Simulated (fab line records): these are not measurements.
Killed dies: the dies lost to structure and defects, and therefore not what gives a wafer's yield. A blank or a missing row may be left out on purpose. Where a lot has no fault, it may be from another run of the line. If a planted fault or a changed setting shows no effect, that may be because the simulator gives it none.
Chamber matching + flow nandHarc + NHARC_P_M2_ETCH_35 on rieDiel-12 has 4 sister chambers
The step etches the open film in N2/H2, target depth 40 nm, overetch 12 nm, time 43.94 s. 4 wafers are shown with their chamber, then 7 later ones without.

== EACH WAFER AND ITS CHAMBER ==
| wafer  | chamber | drypumpMotorCurrentA (A) |
|--------|---------|--------------------------|
| L556.3 | 1       | 6.6                      |
| L556.5 | 2       | 5.2                      |
| L558.1 | 3       | 6.4                      |
| L558.3 | 0       | 6.5                      |

== WAFERS WITHOUT THEIR CHAMBER ==
| wafer  | drypumpMotorCurrentA (A) |
|--------|--------------------------|
| L558.4 | 6.3                      |
| L559.2 | 6.4                      |
| L559.4 | 5.2                      |
| L559.6 | 5.2                      |
| L562.1 | 5.2                      |
| L562.2 | 6.6                      |
| L562.3 | 6.5                      |

== WHICH CHAMBER EACH ONE RAN IN ==
| wafer  | from the rows above | in truth |
|--------|---------------------|----------|
| L558.4 | 3                   | 3        |
| L559.2 | 3                   | 3        |
| L559.4 | 2                   | 2        |
| L559.6 | 2                   | 2        |
| L562.1 | 2                   | 2        |
| L562.2 | 1                   | 1        |
| L562.3 | 0                   | 0        |
Placed correctly: 7 of 7. Not placeable from these rows: 0. Placed wrongly: 0.
How it was worked out, from the rows above alone: a wafer's distance from a chamber is the root of the sum, over the readings, of the square of ((its reading less the chamber's mean) divided by the reading's scatter). The wafer belongs to the nearest chamber; if the next one is less than 2 further off, it can't be placed. A chamber's mean is the mean of its shown wafers. The scatter: with one shown wafer a chamber, the root of the mean of the squares of how far each hidden wafer lies from its nearest shown one.
